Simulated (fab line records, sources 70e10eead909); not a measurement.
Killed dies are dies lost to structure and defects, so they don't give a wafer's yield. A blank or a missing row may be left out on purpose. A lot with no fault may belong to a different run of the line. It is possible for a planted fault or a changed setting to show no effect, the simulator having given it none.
Which of the tools did it? | flow nand_harc | Sampling: 10 lots, 30 wafers, 7 of 1302 route steps

## WHAT THE GAUGES READ, wafer by wafer
NHARC_A_CHANNEL_HOLE_D2_OVL_MEAS_11.
lot  | measured     | on         | overlay_x_nm (nm) | overlay_y_nm (nm)
L211 | day 16 00:30 | overlay-01 | 1.8 0.9 1.1       | 1.0 1.1 0.8
L212 | day 16 05:13 | overlay-01 | 0.3 0.9 0.4       | -0.1 -0.3 -0.5
L213 | day 16 14:14 | overlay-01 | 0.4 -0.1 0.5      | -0.6 -0.2 0.3
L214 | day 16 14:23 | overlay-01 | 0.0 0.0 -0.3      | -0.1 0.6 -0.4
L217 | day 18 00:59 | overlay-02 | -0.5 -0.9 -0.2    | -0.8 -0.8 -0.3
L221 | day 19 04:35 | overlay-01 | -0.3 0.2 -0.1     | 0.4 0.2 0.5
L223 | day 20 03:14 | overlay-01 | -0.3 -0.8 -0.4    | 1.2 1.2 0.9
L222 | day 20 03:41 | overlay-01 | 0.0 -0.3 0.1      | 0.2 0.4 0.2
L224 | day 21 01:52 | overlay-01 | -0.6 -0.4 -0.6    | -0.5 -0.3 0.1
L225 | day 21 03:36 | overlay-02 | -0.8 -0.9 -0.3    | 0.7 0.3 0.0

NHARC_A_CHANNEL_HOLE_D2_CD_MEAS_31.
lot  | measured     | on        | cd_nm (nm)
L211 | day 16 11:43 | cd_sem-01 | 0.5 1.5 0.1
L212 | day 16 16:11 | cd_sem-01 | 0.1 0.3 0.1
L213 | day 17 00:14 | cd_sem-01 | 1.7 0.4 1.4
L214 | day 17 00:11 | cd_sem-02 | 90.8 89.6 89.3
L217 | day 18 07:48 | cd_sem-03 | 91.7 90.1 90.8
L221 | day 19 13:41 | cd_sem-01 | 90.3 89.8 90.2
L223 | day 20 15:56 | cd_sem-03 | 93.1 91.0 90.3
L222 | day 20 18:49 | cd_sem-01 | 89.7 91.4 93.2
L224 | day 21 12:31 | cd_sem-01 | 91.1 92.4 91.8
L225 | day 21 12:29 | cd_sem-03 | 89.6 91.2 92.5

NHARC_END_SORT_01.
lot  | measured     | on        | killed_at_array | killed_at_other | killed_at_periphery | killed_dies | killed_open | killed_short
L211 | day 27 03:27 | prober-01 | 673 674 671     | 2 2 4           | 2 1 2               | 677 677 677 | 7 7 5       | 5 7 7
L212 | day 27 13:37 | prober-02 | 675 671 673     | 1 3 0           | 1 3 4               | 677 677 677 | 3 4 2       | 0 7 4
L213 | day 27 23:34 | prober-02 | 676 676 676     | 0 0 0           | 1 1 1               | 677 677 677 | 4 1 3       | 1 5 2

## WHICH TOOL RAN EACH LOT (tool, then ch and the chambers of the sampled wafers, then the start)
lot  | NHARC_A_CHANNEL_HOLE_D2_ETCH_19  | NHARC_A_CHANNEL_HOLE_D2_ETCH_20  | NHARC_A_CHANNEL_HOLE_D2_ETCH_24  | NHARC_A_CHANNEL_HOLE_D2_XSEM_32
L211 | har_etch-01 ch 0,1, day 16 06:11 | har_etch-01 ch 0,1, day 16 06:20 | har_etch-01 ch 0,1, day 16 08:26 | xsem-02 ch 0, day 16 11:48
L212 | har_etch-01 ch 0,1, day 16 10:21 | har_etch-01 ch 0,1, day 16 10:28 | har_etch-01 ch 0,1, day 16 12:30 | xsem-01 ch 0, day 16 16:17
L213 | har_etch-02 ch 0,1, day 16 18:39 | har_etch-02 ch 0,1, day 16 18:46 | har_etch-02 ch 0,1, day 16 20:47 | xsem-01 ch 0, day 17 00:19
L214 | har_etch-01 ch 0,1, day 16 18:43 | har_etch-01 ch 0,1, day 16 18:49 | har_etch-01 ch 0,1, day 16 20:49 | xsem-02 ch 0, day 17 00:17
L217 | har_etch-02 ch 1, day 18 02:16   | har_etch-02 ch 1, day 18 02:23   | har_etch-02 ch 1, day 18 04:23   | xsem-02 ch 0, day 18 07:53
L221 | har_etch-02 ch 0,1, day 19 08:12 | har_etch-02 ch 0,1, day 19 08:25 | har_etch-02 ch 0,1, day 19 10:40 | xsem-01 ch 0, day 19 13:46
L223 | har_etch-01 ch 0,1, day 20 10:29 | har_etch-01 ch 0,1, day 20 10:41 | har_etch-01 ch 0,1, day 20 12:55 | xsem-02 ch 0, day 20 16:01
L222 | har_etch-02 ch 0,1, day 20 13:19 | har_etch-02 ch 0,1, day 20 13:25 | har_etch-02 ch 0,1, day 20 15:26 | xsem-01 ch 0, day 20 18:54
L224 | har_etch-01 ch 0,1, day 21 06:50 | har_etch-01 ch 0,1, day 21 06:57 | har_etch-01 ch 0,1, day 21 08:58 | xsem-01 ch 0, day 21 12:36
L225 | har_etch-02 ch 0,1, day 21 06:58 | har_etch-02 ch 0,1, day 21 07:05 | har_etch-02 ch 0,1, day 21 09:07 | xsem-02 ch 0, day 21 12:34
- NHARC_A_CHANNEL_HOLE_D2_ETCH_19: etches the open film in C4F8/O2/Ar, time 34.5 s.
- NHARC_A_CHANNEL_HOLE_D2_ETCH_20: etches the open film in C4F8/O2/Ar, time 361.9 s, target depth 1600 nm.
- NHARC_A_CHANNEL_HOLE_D2_ETCH_24: etches the open film in C4F8/O2/Ar, time 906.2 s, target depth 1500 nm.
- NHARC_A_CHANNEL_HOLE_D2_XSEM_32

## WHAT THE TOOLS THEMSELVES READ (means of the sampled wafers that have a number; where no wafer has one, the mark that the record gives instead)
NHARC_A_CHANNEL_HOLE_D2_ETCH_19.
lot  | tool        | bias_v (V) | c4f8_flow_sccm (sccm) | drypump_motor_current_A (A) | showerhead_plenum_p_Torr (Torr) | throttle_valve_pct (%)
L211 | har_etch-01 | 1198       | 28.95                 | 6.50                        | 3.64                            | 37.050
L212 | har_etch-01 | 1183       | 28.73                 | 6.52                        | 3.66                            | 37.036
L213 | har_etch-02 | 1207       | 28.96                 | 6.17                        | 3.97                            | 37.034
L214 | har_etch-01 | 1187       | 28.81                 | 6.46                        | 3.65                            | 37.039
L217 | har_etch-02 | 1204       | 28.79                 | 5.99                        | 3.95                            | 37.033
L221 | har_etch-02 | 1206       | 28.69                 | 6.30                        | 3.95                            | 37.033
L223 | har_etch-01 | 1204       | 28.90                 | 6.52                        | 3.62                            | 37.039
L222 | har_etch-02 | 1182       | 28.81                 | 6.32                        | 3.94                            | 37.040
L224 | har_etch-01 | 1205       | 28.86                 | 6.48                        | 3.62                            | 37.040
L225 | har_etch-02 | 1185       | 28.84                 | 6.15                        | 3.94                            | 37.040

NHARC_A_CHANNEL_HOLE_D2_ETCH_20.
lot  | tool        | c4f8_flow_sccm (sccm) | chamber_pressure_mTorr (mTorr) | drypump_motor_current_A (A) | showerhead_plenum_p_Torr (Torr) | throttle_valve_pct (%)
L211 | har_etch-01 | -                     | -                              | -                           | -                               | -
L212 | har_etch-01 | -                     | -                              | -                           | -                               | -
L213 | har_etch-02 | -                     | -                              | -                           | -                               | -
L214 | har_etch-01 | 89.33                 | 19.980                         | 6.48                        | 3.61                            | 32.158
L217 | har_etch-02 | 89.47                 | 19.996                         | 5.99                        | 3.90                            | 32.151
L221 | har_etch-02 | 89.21                 | 19.994                         | 6.33                        | 3.90                            | 32.157
L223 | har_etch-01 | 89.08                 | 20.007                         | 6.47                        | 3.59                            | 32.145
L222 | har_etch-02 | 89.08                 | 20.026                         | 6.32                        | 3.89                            | 32.153
L224 | har_etch-01 | 89.49                 | 19.992                         | 6.48                        | 3.58                            | 32.152
L225 | har_etch-02 | 89.37                 | 20.001                         | 6.15                        | 3.89                            | 32.153

NHARC_A_CHANNEL_HOLE_D2_ETCH_24.
lot  | tool        | c4f8_flow_sccm (sccm) | chamber_pressure_mTorr (mTorr) | drypump_motor_current_A (A) | showerhead_plenum_p_Torr (Torr) | throttle_valve_pct (%)
L211 | har_etch-01 | 93.70                 | 19.998                         | 6.52                        | 3.59                            | 32.238
L212 | har_etch-01 | 93.49                 | 19.983                         | 6.50                        | 3.61                            | 32.236
L213 | har_etch-02 | 93.83                 | 20.008                         | 6.17                        | 3.91                            | 32.252
L214 | har_etch-01 | 93.84                 | 19.995                         | 6.47                        | 3.61                            | 32.232
L217 | har_etch-02 | 93.46                 | 20.008                         | 6.00                        | 3.89                            | 32.236
L221 | har_etch-02 | 94.07                 | 19.986                         | 6.31                        | 3.89                            | 32.238
L223 | har_etch-01 | 93.78                 | 19.990                         | 6.47                        | 3.58                            | 32.236
L222 | har_etch-02 | 93.72                 | 19.995                         | 6.31                        | 3.88                            | 32.237
L224 | har_etch-01 | 93.90                 | 20.000                         | 6.48                        | 3.58                            | 32.230
L225 | har_etch-02 | 93.78                 | 19.989                         | 6.17                        | 3.88                            | 32.242

NHARC_A_CHANNEL_HOLE_D2_XSEM_32.
lot  | tool    | bot_cd_nm (nm) | bow_nm (nm) | tilt_deg (degrees)
L211 | xsem-02 | 1.3            | 0.31        | -0.01
L212 | xsem-01 | 0.3            | 0.50        | 0.02
L213 | xsem-01 | 0.4            | 0.88        | 0.03
L214 | xsem-02 | 74.3           | 9.01        | 0.07
L217 | xsem-02 | 75.7           | 8.62        | 0.12
L221 | xsem-01 | 75.1           | 8.39        | 0.13
L223 | xsem-02 | 75.7           | 8.85        | 0.08
L222 | xsem-01 | 76.2           | 8.67        | 0.06
L224 | xsem-01 | 76.5           | 8.73        | 0.09
L225 | xsem-02 | 75.6           | 8.70        | 0.05

## THE ANSWER, worked out from the rows above alone
Rule: the usual values come from the lots themselves. Put in order of their means at a reading, lots are off if they are a third of the lots or fewer, leave a main group of 4 or more, and stand apart from it by a gap of 3 or more times the standard deviation of the main group's means; of several such gaps the widest counts. Not used: any main group whose means are identical at the precision the tables above print for the reading. A lot without any number at a reading at which 4 lots or more have one is off too. Where the step has rows for the other lots, those lots are counted as sound. Order of review: gauges by route order, followed by the tools' own readings, for which a lot's mean as printed above is used. The first step at which some lot is off is used, and at that step the reading that is off furthest; a lot without a number counts as furthest.
Off, at NHARC_A_CHANNEL_HOLE_D2_CD_MEAS_31 on cd_nm: L211, L212, L213. For the main group the mean is 90.9 nm and the standard deviation 0.66.
A tool fits if, at a process step before that reading, it ran every lot that is off, and no sound lot after the first of them. The gauges at NHARC_A_CHANNEL_HOLE_D2_CD_MEAS_31 aren't tried: what is off there is off at NHARC_A_CHANNEL_HOLE_D2_ETCH_20 too, on other tools, and a gauge's error can't cause that. Of those tried, none fits.

## WHAT WAS PUT IN BY THE SIMULATOR
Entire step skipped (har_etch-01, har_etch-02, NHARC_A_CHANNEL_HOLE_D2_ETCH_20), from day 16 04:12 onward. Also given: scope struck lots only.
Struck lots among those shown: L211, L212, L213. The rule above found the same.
